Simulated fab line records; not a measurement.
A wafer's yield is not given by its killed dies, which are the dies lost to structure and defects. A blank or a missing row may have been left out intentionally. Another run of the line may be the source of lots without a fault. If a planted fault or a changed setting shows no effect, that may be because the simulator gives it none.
What tool caused it? + flow n5 finfet + 33 wafers from 11 lots sampled at 3 of the route's 1938 steps

== WHAT THE GAUGES SHOWED, per wafer ==
N5_BEOL_M7_OVL_MEAS_12.
| lot  | measured     | on         | M7_OVL (nm)    |
|------|--------------|------------|----------------|
| L074 | day 8 15:54  | overlay-01 | -0.4 0.3 0.4   |
| L078 | day 9 10:22  | overlay-02 | 1.1 -0.3 -0.1  |
| L082 | day 12 01:43 | overlay-02 | -0.7 -1.0 -0.2 |
| L085 | day 12 10:38 | overlay-01 | -0.1 -0.9 -0.3 |
| L086 | day 12 19:01 | overlay-02 | 0.7 0.6 -0.3   |
| L088 | day 12 21:20 | overlay-02 | 1.1 0.5 0.1    |
| L089 | day 13 02:25 | overlay-01 | -0.5 0.1 -1.2  |
| L092 | day 13 12:15 | overlay-02 | 0.2 -0.1 0.0   |
| L094 | day 14 06:45 | overlay-02 | -1.0 0.2 0.7   |
| L096 | day 14 22:07 | overlay-02 | 0.5 0.6 1.1    |
| L097 | day 15 07:25 | overlay-02 | -1.1 -0.8 -1.5 |

== WHICH TOOL RAN EACH LOT (tool, then ch and the chambers of the sampled wafers, then the start) ==
| lot  | N5_BEOL_M6_CMP_52             | N5_BEOL_M7_ILD_DEP_00           |
|------|-------------------------------|---------------------------------|
| L074 | cmp-04 ch 1,2,3, day 8 13:54  | pecvd-04 ch 0,1,2, day 8 14:23  |
| L078 | cmp-04 ch 0,1, day 9 08:46    | pecvd-04 ch 0,1,2, day 9 09:17  |
| L082 | cmp-02 ch 0,2,3, day 11 23:56 | pecvd-02 ch 0,1, day 12 00:19   |
| L085 | cmp-02 ch 1,2,3, day 12 08:51 | pecvd-04 ch 0,1,2, day 12 09:17 |
| L086 | cmp-01 ch 0,2,3, day 12 15:50 | pecvd-02 ch 0,1,2, day 12 16:17 |
| L088 | cmp-02 ch 2,3, day 12 19:27   | pecvd-04 ch 0,1,2, day 12 19:56 |
| L089 | cmp-02 ch 0,3, day 12 23:51   | pecvd-02 ch 0,2, day 13 00:20   |
| L092 | cmp-01 ch 1,3, day 13 09:40   | pecvd-04 ch 0,1,2, day 13 10:07 |
| L094 | cmp-02 ch 0,3, day 14 04:37   | pecvd-02 ch 0,2, day 14 05:07   |
| L096 | cmp-04 ch 1,2,3, day 14 17:40 | pecvd-02 ch 0,1,2, day 14 18:08 |
| L097 | cmp-01 ch 0,1,2, day 15 04:43 | pecvd-03 ch 0, day 15 05:08     |
- N5_BEOL_M6_CMP_52: polishes, stops on SiCOH lowk, t overpolish 6.9 s, target thk 80 nm.
- N5_BEOL_M7_ILD_DEP_00: deposits SiCOH lowk from DEMS/porogen, target thk 179.75 nm, time 33.4 s.

== THE ANSWER, worked out from the rows above alone ==
Rule: the lots themselves supply what counts as usual. Put in order of their means at a reading, lots are off if they are a third of the lots or fewer, leave a main group of 4 or more, and stand apart from it by a gap of 3 or more times the standard deviation of the main group's means; of several such gaps the widest counts. If all means in a main group match to the digits the tables above print for the reading, that group is not used. Also off: a lot with no number at a reading for which 4 or more lots have one. Any other lot the step has rows for is counted as sound.
No lot is off at any reading shown: from this, nothing can be told.

== WHAT HAD BEEN PUT IN BY THE SIMULATOR ==
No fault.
